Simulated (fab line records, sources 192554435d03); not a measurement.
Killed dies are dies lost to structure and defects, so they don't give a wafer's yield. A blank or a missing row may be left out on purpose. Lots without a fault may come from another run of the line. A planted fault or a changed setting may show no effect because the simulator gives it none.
A struck lot beside a sound one | flow n5_finfet | 35 steps out of a route of 1938
Sound: wafers L350.3, L350.4, L350.6. Struck: wafer L342.5. (L342.4, L342.6 of the same lot were not struck and are left out.) The cause comes at the end.
At each step with rows: each side's tool, then ch and its chambers, then its first start. Under that, the readings that differ: sound wafers | struck wafers | difference of the means | sigmas: that difference in standard deviations of wafers without a fault.
alike: readings whose means differ by less than 2 such deviations, and words and numbers that are the same on both sides. not compared: withheld readings, readings that some wafer has no value for, bounds like >300 that may hide the same value, and numbers for which the record gives no deviation and whose values overlap.
The two part at a step that has a row with sigmas, a row that says differs or no value, or rows on one side only. Numbers that don't overlap but have no deviation are shown without sigmas and don't part them. A reading that every wafer of one side lacks parts them only if that side has two wafers or more.

first, 9 steps without rows for these wafers: N5_PMOS_HMC_CHANNEL_EPI_EXPOSE_06 (exposes mask PMOS HMC BLK, target cd 240 nm); N5_PMOS_HMC_CHANNEL_EPI_PEB_07 (peb time 60 s); N5_PMOS_HMC_CHANNEL_EPI_DEVELOP_08 (develop time 30 s); N5_PMOS_HMC_CHANNEL_EPI_DESCUM_14 (chemistry O2, time 7.9 s); N5_PMOS_HMC_CHANNEL_EPI_ETCH_32 (etches BARC in N2/H2, stops on SiO2, target depth 85.8 nm, time 50.3 s); N5_PMOS_HMC_CHANNEL_EPI_HM_OPEN_15 (chemistry CHF3/O2, target SiO2, target depth 40.6 nm, time 20.3 s); N5_PMOS_HMC_CHANNEL_EPI_STRIP_33 (strips in N2/H2); N5_PMOS_HMC_CHANNEL_EPI_STRIP_17 (strips in SPM, time 750 s); N5_PMOS_HMC_CHANNEL_EPI_ETCH_38 (etches SiO2 in CF4, target depth 1.5 nm).
N5_PMOS_HMC_CHANNEL_EPI_FIN_RECESS_16: chemistry HBr/Cl2, target Si, target depth 54 nm, time 18 s.
  sound on rie_si-02 ch 0,3, day 5 17:59; struck on rie_si-01 ch 1, day 3 18:40
  alike: drypump_motor_current_A, oes_product_au, throttle_valve_pct
  not compared: rf_hours_counter_h
then, 24 steps without rows for these wafers: N5_PMOS_HMC_CHANNEL_EPI_PRECLEAN_36 (cleans in O3/DIW, time 45 s); N5_PMOS_HMC_CHANNEL_EPI_PRECLEAN_18 (cleans in DHF, time 30 s); N5_PMOS_HMC_CHANNEL_EPI_SRD_19 (time 30 s); N5_PMOS_HMC_CHANNEL_EPI_EPI_20 (deposits SiGe30, target thk 59 nm); N5_PMOS_HMC_CHANNEL_EPI_HM_STRIP_35 (strips SiO2 in dHF, material SiO2, target depth 39.6 nm, time 216 s); N5_PMOS_HMC_CHANNEL_EPI_SRD_39 (time 30 s); N5_PMOS_HMC_CHANNEL_EPI_CMP_21 (polishes SiGe30, target thk 54 nm); N5_PMOS_HMC_CHANNEL_EPI_PRECLEAN_40 (cleans in DHF, time 30 s); N5_PMOS_HMC_CHANNEL_EPI_PRECLEAN_37 (cleans in O3/DIW, time 45 s); N5_PMOS_HMC_CHANNEL_EPI_PRECLEAN_24 (cleans in DHF, time 30 s); N5_PMOS_HMC_CHANNEL_EPI_SRD_25 (time 30 s); N5_PMOS_HMC_CHANNEL_EPI_EPI_26 (deposits Si from SiH4/H2, target thk 3.8 nm, time 22.7 s); N5_FIN_SAQP_PRECLEAN_42 (cleans in O3/DIW, time 60 s); N5_FIN_SAQP_PRECLEAN_00 (cleans in SC1, time 60 s); N5_FIN_SAQP_PRECLEAN_44 (cleans in SC2, time 45 s); N5_FIN_SAQP_SRD_01 (time 30 s); N5_FIN_SAQP_ALD_61 (deposits SiO2, target thk 4 nm, pulse time 1 s, purge time 2 s); N5_FIN_SAQP_DENSIFY_62 (time 60 s); N5_FIN_SAQP_HM_DEP_03 (deposits SiNx from SiH4/NH3/N2, target thk 38 nm, time 33.6 s); N5_FIN_SAQP_PECVD_47 (deposits a-Si from SiH4/He, target thk 45 nm, time 36.3 s); N5_FIN_SAQP_PECVD_48 (deposits SiNx from SiH4/NH3/N2, target thk 25 nm, time 22.1 s); N5_FIN_SAQP_PECVD_06 (deposits a-Si from SiH4/He, target thk 60 nm, time 48.1 s); N5_FIN_SAQP_HM_DEP_72 (deposits SiO2 from SiH4/N2O, target thk 12 nm, time 7.2 s); N5_FIN_SAQP_COAT_49 (time 60 s, resist thk 100 nm).
-- the record jumps here: 11 days lie between the struck wafers' starts before and after (it left off in module FIN_SAQP and takes up again in module PASSIVATION, whose first step shown is number 1936 of the route) --
N5_PASSIVATION_PROBE_49:
  the record has rows for the struck wafers here (prober-01, day 14 11:55) and none for the sound ones

WHERE THEY PART
Only at N5_PASSIVATION_PROBE_49, within this record.

WHY: what the simulator had put in
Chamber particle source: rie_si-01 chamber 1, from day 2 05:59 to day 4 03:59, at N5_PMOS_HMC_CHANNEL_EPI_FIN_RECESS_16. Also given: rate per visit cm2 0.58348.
